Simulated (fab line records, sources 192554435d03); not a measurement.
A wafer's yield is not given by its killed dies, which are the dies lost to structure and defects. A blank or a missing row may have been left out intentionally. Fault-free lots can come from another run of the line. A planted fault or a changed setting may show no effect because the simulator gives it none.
Lot-split experiment / flow n5Finfet / 21 wafers read from 7 lots, route of 1938 steps

SPLIT DETAILS
At N5_MOL_CONTACT_COAG_VIA_ETCH_117 (etches SiO2 in C4F6/O2, target depth 40 nm, overetch 8 nm, time 26 s), the setting biasW was moved away from the recipe's 455 W on 6 of the 21 wafers read, by -14.2% to +8.0%. For the rest of the wafers, this setting stayed at what the recipe calls for.

Reading taken at the split's own step.

THE READING
rfVppV, in V, at N5_MOL_CONTACT_COAG_VIA_ETCH_117 (etches SiO2 in C4F6/O2, target depth 40 nm, overetch 8 nm, time 26 s). Typical for fault-free wafers on this fab line: 1593 V, with standard deviation 22 V.

wafer=L074.4; tool, chamber at the split=rieDiel-01, 2; biasW as run, W=491.4; against the recipe=+8.0%; rfVppV, V=1676; against lot-mates on the recipe=+95
wafer=L074.5; tool, chamber at the split=rieDiel-01, 2; biasW as run, W=455; against the recipe=recipe; rfVppV, V=1581; against lot-mates on the recipe=-
wafer=L074.6; tool, chamber at the split=rieDiel-01, 3; biasW as run, W=491.4; against the recipe=+8.0%; rfVppV, V=1678; against lot-mates on the recipe=+97
wafer=L081.1; tool, chamber at the split=rieDiel-01, 1; biasW as run, W=390.3; against the recipe=-14.2%; rfVppV, V=1426; against lot-mates on the recipe=-166
wafer=L081.5; tool, chamber at the split=rieDiel-01, 2; biasW as run, W=455; against the recipe=recipe; rfVppV, V=1582; against lot-mates on the recipe=-
wafer=L081.6; tool, chamber at the split=rieDiel-01, 1; biasW as run, W=455; against the recipe=recipe; rfVppV, V=1602; against lot-mates on the recipe=-
wafer=L084.2; tool, chamber at the split=rieDiel-04, 2; biasW as run, W=490.2; against the recipe=+7.7%; rfVppV, V=1726; against lot-mates on the recipe=+93
wafer=L084.4; tool, chamber at the split=rieDiel-04, 2; biasW as run, W=490.2; against the recipe=+7.7%; rfVppV, V=1725; against lot-mates on the recipe=+92
wafer=L084.6; tool, chamber at the split=rieDiel-04, 2; biasW as run, W=455; against the recipe=recipe; rfVppV, V=1633; against lot-mates on the recipe=-
wafer=L086.2; tool, chamber at the split=rieDiel-01, 2; biasW as run, W=455; against the recipe=recipe; rfVppV, V=1581; against lot-mates on the recipe=-
wafer=L086.3; tool, chamber at the split=rieDiel-01, 1; biasW as run, W=455; against the recipe=recipe; rfVppV, V=1600; against lot-mates on the recipe=-
wafer=L086.4; tool, chamber at the split=rieDiel-01, 0; biasW as run, W=455; against the recipe=recipe; rfVppV, V=1556; against lot-mates on the recipe=-
wafer=L088.2; tool, chamber at the split=rieDiel-01, 2; biasW as run, W=455; against the recipe=recipe; rfVppV, V=1581; against lot-mates on the recipe=-
wafer=L088.4; tool, chamber at the split=rieDiel-01, 3; biasW as run, W=455; against the recipe=recipe; rfVppV, V=1583; against lot-mates on the recipe=-
wafer=L088.6; tool, chamber at the split=rieDiel-01, 0; biasW as run, W=428.3; against the recipe=-5.9%; rfVppV, V=1488; against lot-mates on the recipe=-94
wafer=L093.1; tool, chamber at the split=rieDiel-04, 0; biasW as run, W=455; against the recipe=recipe; rfVppV, V=1579; against lot-mates on the recipe=-
wafer=L093.2; tool, chamber at the split=rieDiel-04, 2; biasW as run, W=455; against the recipe=recipe; rfVppV, V=1633; against lot-mates on the recipe=-
wafer=L093.3; tool, chamber at the split=rieDiel-04, 1; biasW as run, W=455; against the recipe=recipe; rfVppV, V=1624; against lot-mates on the recipe=-
wafer=L094.2; tool, chamber at the split=rieDiel-01, 2; biasW as run, W=455; against the recipe=recipe; rfVppV, V=1582; against lot-mates on the recipe=-
wafer=L094.3; tool, chamber at the split=rieDiel-01, 0; biasW as run, W=455; against the recipe=recipe; rfVppV, V=1556; against lot-mates on the recipe=-
wafer=L094.4; tool, chamber at the split=rieDiel-01, 3; biasW as run, W=455; against the recipe=recipe; rfVppV, V=1583; against lot-mates on the recipe=-

FIT RESULTS
A straight line over all 21 wafers: rfVppV changes by +13.2 V for each +1% of biasW; r = +0.93; the points scatter about the line by 25 V.
The same after taking each lot's own level away (the mean of its wafers on the recipe; 21 wafers): +12.2 V for each +1%; r = +0.97; scatter 14 V.
Per that fit: largest biasW move, reading shift of 1.7e+02 V.
The span of the lots' own levels, 1573.7 to 1633.0 V, comes to 2.7 times the standard deviation stated above.
Hence the lot-to-lot level has little effect on the slope; both slopes agree.
Check: -182 V against its lot-mates is what the line predicts for one of the wafers moved furthest among these (-14.2%) when that wafer is left out of the fit. It came out at -166 V against them.
Tool readings at the split's step, against how far the setting was moved: rfVppV r = +0.93.

THESE WAFERS: OTHER SPLITS
Note: prior to the reading, these wafers also went through further splits. Each is held against what the fit with the lots' levels taken away leaves over:
other split on the same wafers=N5_MOL_CONTACT_COAG_COAT_75 spinRpm; wafers away from the commonest value=5; r with rfVppV (lot level and that fit taken away)=+0.02

FILE'S OWN FIT
rfVppV changes by +12.2 V for each +1% of biasW, r = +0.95.
